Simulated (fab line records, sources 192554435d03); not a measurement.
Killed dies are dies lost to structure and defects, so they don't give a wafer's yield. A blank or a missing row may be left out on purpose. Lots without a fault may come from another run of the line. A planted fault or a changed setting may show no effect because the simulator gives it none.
fab line records | flow n5_finfet
record lots=7 wafers=39
route steps=1938 shown DUMMY_GATE@228 HKMG_FIN@434 GATE_CUT@466
start_h: hours from the record's first day to the start of the lot's first wafer shown | wait_h: hours since the lot's step before | " the same as in the row above | L1.1+2: a row that stands for several wafers | - no value, or no start given | * or withheld: withheld | < > ~ a bound
route shown NAME@n: a module of which the file shows steps, and the number in the route of the first | usual: mean/standard deviation of fault-free wafers | same: alike in all rows | chamber/n: place in a boat | sites: the reading at each site | _std_site: their standard deviation | _edge_site: outer sites' mean less inner sites' | radius_mm: how far each site lies from the wafer's centre | mask NAME#n: copy n | behind: the tool/chamber that last shaped the wafer | hold: why the lot was held/for how many hours/how that ended | device: the transistor (n, p or np) that didn't switch | end of line: the same wafers' tests at the end of the route | a step without rows: its recipe alone | killed: dies lost to structure and defects at the first sort, not the wafer's yield | map: a wafer's dies, x killed, . not, _ none there
set.NAME: the setting as run; set.NAME@STEP: as run at that earlier step | model.NAME: the simulator's own value behind a step, which no gauge read
lots whose settings were changed on purpose; a table a step, a row a wafer
## steps
# step N5_DUMMY_GATE_EXPOSE_12
# recipe mask_id=GATE na=0.33 source_shape=annular sigma_inner=0.2 sigma_outer=0.6 polarization=unpolarized target_cd_nm=25 dose_mj=34
# columns lot.wafer tool chamber start_h wait_h mask set.dose_mj
L074.1+3+6 euv_scanner-02 0 47.40 - GATE#0 36.05
L074.2+4+5 " 0 " " GATE#0 34
L075.1+3+6 euv_scanner-01 0 50.69 - GATE#0 31.42
L075.2+4+5 " 0 " " GATE#0 34
L078.1+2+3+4+5+6 euv_scanner-02 0 72.58 - GATE#0 34
L079.1+5+6 euv_scanner-02 0 77.45 - GATE#0 35.54
L079.2+3+4 " 0 " " GATE#0 34
L082.1+3+6 euv_scanner-01 0 94.70 - GATE#0 32.15
L082.2+4+5 " 0 " " GATE#0 34
L084.1+2+5 euv_scanner-01 0 105.78 - GATE#0 32.91
L084.3+4+6 " 0 " " GATE#0 34
L093.1+2+6 euv_scanner-01 0 158.47 - GATE#0 34
# step N5_DUMMY_GATE_PEB_13
# recipe peb_temp_c=100 peb_time_s=60 resist=CAR-EUV
# step N5_DUMMY_GATE_DEVELOP_14
# recipe develop_time_s=30 developer=TMAH resist=CAR-EUV rinse_liquid=surfactant_rinse dry=air_spin dev_temp_c=23
# step N5_DUMMY_GATE_CD_MEAS_15
# recipe target_cd_nm=25.8 landing_energy_ev=500 detector=se_inlens
# usual cd_nm=25.00/0.25
# columns lot.wafer tool chamber start_h wait_h set.dose_mj@DUMMY_GATE_EXPOSE_12 cd_nm
L074.1 cd_sem-01 0 47.52 - 36.05 23.89
L074.2 " 0 " " 34 25.20
L074.3 " 0 " " 36.05 24.17
L074.4 " 0 " " 34 25.25
L074.5 " 0 " " 34 25.61
L074.6 " 0 " " 36.05 24.03
L075.1 cd_sem-03 0 50.82 - 31.42 26.77
L075.2 " 0 " " 34 24.45
L075.3 " 0 " " 31.42 26.57
L075.4 " 0 " " 34 24.86
L075.5 " 0 " " 34 24.87
L075.6 " 0 " " 31.42 26.31
L078.1 cd_sem-01 0 72.71 - 34 25.18
L078.2 " 0 " " 34 24.90
L078.3 " 0 " " 34 25.06
L078.4 " 0 " " 34 24.62
L078.5 " 0 " " 34 24.68
L078.6 " 0 " " 34 24.66
L079.1 cd_sem-01 0 77.58 - 35.54 24.33
L079.2 " 0 " " 34 25.22
L079.3 " 0 " " 34 25.38
L079.4 " 0 " " 34 24.68
L079.5 " 0 " " 35.54 24.16
L079.6 " 0 " " 35.54 24.24
L082.1 cd_sem-02 0 94.83 - 32.15 26.02
L082.2 " 0 " " 34 25.30
L082.3 " 0 " " 32.15 25.97
L082.4 " 0 " " 34 25.38
L082.5 " 0 " " 34 25.01
L082.6 " 0 " " 32.15 25.98
L084.1 cd_sem-01 0 105.91 - 32.91 25.48
L084.2 " 0 " " 32.91 26.13
L084.3 " 0 " " 34 24.77
L084.4 " 0 " " 34 24.95
L084.5 " 0 " " 32.91 25.65
L084.6 " 0 " " 34 24.79
L093.1 cd_sem-01 0 158.60 - 34 24.88
L093.2 " 0 " " 34 24.90
L093.6 " 0 " " 34 24.94
# step N5_DUMMY_GATE_STRIP_38
# recipe chemistry=N2/H2 temp_c=40 n2_flow_sccm=200 h2_flow_sccm=200 rf_frequency_hz=6e+07
# step N5_DUMMY_GATE_STRIP_39
# recipe chemistry=N2/H2 temp_c=40 n2_flow_sccm=200 h2_flow_sccm=200 rf_frequency_hz=6e+07
# step N5_DUMMY_GATE_TRIM_49
# recipe chemistry=O2 resist=SOC time_s=29 target_cd_nm=14 source_power_w=300 bias_power_w=0 O2_flow_sccm=100 temp_c=20
# columns lot.wafer tool chamber start_h wait_h set.dose_mj@DUMMY_GATE_EXPOSE_12 model.DUMMY_GATE.cd_nm
L074.1 rie_si-03 3 47.88 0.0 36.05 13.8
L074.2 " 0 " " 34 14.4
L074.3 " 1 " " 36.05 12.8
L074.4 " 2 " " 34 14.6
L074.5 " 3 " " 34 15.2
L074.6 " 0 " " 36.05 13
L075.1 rie_si-03 2 51.44 0.0 31.42 16
L075.2 " 3 " " 34 13.8
L075.3 " 0 " " 31.42 15.6
L075.4 " 1 " " 34 14
L075.5 " 2 " " 34 14.6
L075.6 " 1 " " 31.42 15.8
L078.1+3 rie_si-06 3,1 73.23 0.0 34 14.4
L078.2 " 0 " " 34 14.8
L078.4+6 " 2,1 " " 34 14.2
L078.5 " 2 " " 34 14
L079.1+5 rie_si-06 0 77.94 0.0 35.54 13.8
L079.2+3 " 2,1 " " 34 14.2
L079.4 " 3 " " 34 14
L079.6 " 1 " " 35.54 13.4
L082.1+6 rie_si-06 2,0 95.26 0.0 32.15 15.2
L082.2+5 " 3,1 " " 34 14.4
L082.3 " 0 " " 32.15 15.4
L082.4 " 1 " " 34 14.2
L084.1 rie_si-06 1 106.27 0.0 32.91 14.6
L084.2+5 " 3,0 " " 32.91 15
L084.3 " 2 " " 34 13.8
L084.4 " 0 " " 34 14.6
L084.6 " 1 " " 34 14
L093.1 rie_si-02 0 158.96 0.0 34 13.6
L093.2+6 " 2,3 " " 34 14
# step N5_DUMMY_GATE_ETCH_31
# recipe chemistry=C4F6/O2 target=SiO2 mask_material=SOC target_depth_a=825 time_s=27.5 ion_energy_ev=250 pressure_mtorr=30 source_w=345 bias_w=185 Ar_flow_sccm=300 C4F6_flow_sccm=10 O2_flow_sccm=10
# columns lot.wafer tool chamber start_h wait_h set.target_depth_a model.etch.depth_nm model.SOC_of_DUMMY_GATE_COAT_34.thk_nm
L074.1 rie_diel-03 1 48.08 0.0 825 80.92 52.4
L074.2 " 3 " " 825 80.48 52
L074.3 " 2 " " 922.5 91.06 51
L074.4 " 0 " " 922.5 90.36 51
L074.5 " 2 " " 922.5 92.33 50.8
L074.6 " 1 " " 825 80.97 52.2
L075.1 rie_diel-03 3 52.22 0.2 901 87.49 51
L075.2 " 1 " " 825 81.22 52.2
L075.3 " 0 " " 825 80.76 51.8
L075.4 " 2 " " 901 89.36 51
L075.5 " 2 " " 901 89.97 50.8
L075.6 " 3 " " 825 80.01 52
L078.1 rie_diel-02 2 73.43 0.0 777.3 77.57 52.2
L078.2 " 1 " " 825 81.13 51.6
L078.3 " 0 " " 777.3 75.77 52.2
L078.4 " 3 " " 825 77.53 52
L078.5 " 2 " " 777.3 77.26 52
L078.6 " 1 " " 825 80.86 51.6
L079.1 rie_diel-03 3 78.13 0.0 766 74.24 52.4
L079.2 " 2 " " 766 76 52.2
L079.3 " 0 " " 825 80.38 51.6
L079.4 " 0 " " 825 80.15 51.8
L079.5 " 2 " " 766 75.59 52.2
L079.6 " 3 " " 825 79.42 51.8
L082.1 rie_diel-02 3 95.51 0.0 825 76.91 52.2
L082.2 " 2 " " 927.5 93.35 51
L082.3 " 0 " " 927.5 91.06 50.8
L082.4 " 1 " " 825 81.44 51.8
L082.5 " 1 " " 825 81.75 51.8
L082.6 " 2 " " 927.5 92.65 50.8
L084.1 rie_diel-06 0 106.66 0.2 825 82.07 52.2
L084.2 " 1 " " 825 83.46 51.6
L084.3 " 3 " " 825 86.51 51.6
L084.4 " 0 " " 825 82.64 52.2
L084.5 " 3 " " 825 86.02 51.4
L084.6 " 1 " " 825 84.36 51.8
L093.1 rie_diel-03 2 159.15 0.0 825 80.36 51.8
L093.2 " 1 " " 825 81.62 52
L093.6 " 1 " " 825 81.47 52.2
# step N5_HKMG_FIN_ETCH_31
# recipe chemistry=CF4 target=SiARC target_depth_a=455 mask_material=CAR-ArF time_s=75.8 ion_energy_ev=80 pressure_mtorr=40 source_w=545 bias_w=36 Ar_flow_sccm=100 cf4_flow_sccm=100 ends=cleared
# usual rf_vpp_V=183.8/0.95
# columns lot.wafer tool chamber start_h wait_h set.bias_w rf_vpp_V
L074.1 rie_diel-04 0 78.23 0.0 36 183.5
L074.2 " 2 " " 36 183.8
L074.3 " 1 " " 40.06 196.9
L074.4 " 3 " " 40.06 196.8
L074.5 " 2 " " 36 183.3
L074.6 " 3 " " 40.06 196.2
L075.1 rie_diel-01 3 80.74 0.0 40.17 198.5
L075.2 " 0 " " 40.17 197.1
L075.3 " 2 " " 36 185.5
L075.4 " 1 " " 40.17 198.3
L075.5 " 1 " " 36 184.0
L075.6 " 2 " " 36 185.0
L078.1 rie_diel-05 0 102.12 0.0 36 183.1
L078.2 " 1 " " 36 183.8
L078.3 " 2 " " 38.06 190.5
L078.4 " 0 " " 38.06 190.3
L078.5 " 2 " " 36 184.3
L078.6 " 1 " " 38.06 189.8
L079.1 rie_diel-04 0 108.46 0.0 40.82 198.7
L079.2 " 3 " " 36 184.4
L079.3 " 1 " " 40.82 199.5
L079.4 " 1 " " 40.82 199.7
L079.5 " 3 " " 36 182.9
L079.6 " 0 " " 36 182.7
L082.1 rie_diel-05 2 122.79 0.0 36 184.0
L082.2 " 3 " " 36 184.6
L082.3 " 0 " " 36 184.5
L082.4 " 1 " " 36 182.4
L082.5 " 2 " " 36 184.0
L082.6 " 3 " " 36 183.9
L084.1 rie_diel-04 2 133.79 0.0 33.92 174.6
L084.2 " 0 " " 33.92 176.7
L084.3 " 3 " " 33.92 177.4
L084.4 " 1 " " 36 185.4
L084.5 " 0 " " 36 184.7
L084.6 " 3 " " 36 184.3
L093.1 rie_diel-04 2 187.12 0.0 36 183.4
L093.2 " 0 " " 36 184.4
L093.6 " 3 " " 36 183.1
# step N5_GATE_CUT_ETCH_56
# recipe chemistry=Cl2/Ar target=TiN target_depth_a=216 pressure_mtorr=10 icp_w=600 bias_w=60 Cl2_flow_sccm=40 Ar_flow_sccm=60
# columns lot.wafer tool chamber start_h wait_h set.icp_w model.etch.depth_nm
L074.1 rie_metal-03 1 82.86 0.1 600 21.13
L074.2 " 0 " " 600 20.58
L074.3 " 1 " " 600 21.11
L074.4 " 0 " " 600 20.63
L074.5 " 0 " " 600 20.48
L074.6 " 1 " " 600 21.32
L075.1 rie_metal-01 0 85.47 0.1 600 21.14
L075.2 " 1 " " 600 21.98
L075.3 " 1 " " 564.4 21
L075.4 " 0 " " 564.4 20.14
L075.5 " 1 " " 564.4 21.13
L075.6 " 0 " " 600 21.17
L078.1 rie_metal-03 1 106.82 0.1 600 21.04
L078.2 " 0 " " 563.4 19.23
L078.3 " 0 " " 600 20.42
L078.4 " 1 " " 600 21
L078.5 " 0 " " 563.4 19.43
L078.6 " 1 " " 563.4 19.78
L079.1 rie_metal-02 0 113.07 0.2 634.5 23.75
L079.2 " 0 " " 600 22.58
L079.3 " 0 " " 600 22.5
L079.4 " 0 " " 634.5 23.69
L079.5 " 0 " " 634.5 23.5
L079.6 " 0 " " 600 22.8
L082.1 rie_metal-01 0 127.33 0.1 600 21.06
L082.2 " 1 " " 600 21.96
L082.3 " 1 " " 600 21.83
L082.4 " 0 " " 708.6 24.31
L082.5 " 0 " " 708.6 24.42
L082.6 " 1 " " 708.6 25.4
L084.1 rie_metal-01 1 138.32 0.1 600 22.06
L084.2 " 0 " " 600 21.19
L084.3 " 1 " " 644.1 23.36
L084.4 " 0 " " 600 21.09
L084.5 " 0 " " 644.1 22.51
L084.6 " 1 " " 644.1 23.68
L093.1 rie_metal-03 0 191.63 0.1 600 20.32
L093.2 " 1 " " 600 20.85
L093.6 " 0 " " 600 20.35
## key
split step=N5_DUMMY_GATE_EXPOSE_12 setting=dose_mj stated=34 by=wafer
response step=N5_DUMMY_GATE_CD_MEAS_15 reading=cd_nm change=-0.212 per=1% r=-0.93
response step=N5_DUMMY_GATE_TRIM_49 reading=model.DUMMY_GATE.cd_nm change=-0.204 per=1% r=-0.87
split step=N5_DUMMY_GATE_ETCH_31 setting=target_depth_a stated=825 by=wafer
response step=N5_DUMMY_GATE_ETCH_31 reading=model.etch.depth_nm change=+0.871 per=1% r=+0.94
response step=N5_DUMMY_GATE_ETCH_31 reading=model.SOC_of_DUMMY_GATE_COAT_34.thk_nm change=-0.0953 per=1% r=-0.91
split step=N5_HKMG_FIN_ETCH_31 setting=bias_w stated=36 by=wafer
response step=N5_HKMG_FIN_ETCH_31 reading=rf_vpp_V change=+1.19 per=1% r=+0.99
split step=N5_GATE_CUT_ETCH_56 setting=icp_w stated=600 by=wafer
response step=N5_GATE_CUT_ETCH_56 reading=model.etch.depth_nm change=+0.178 per=1% r=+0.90
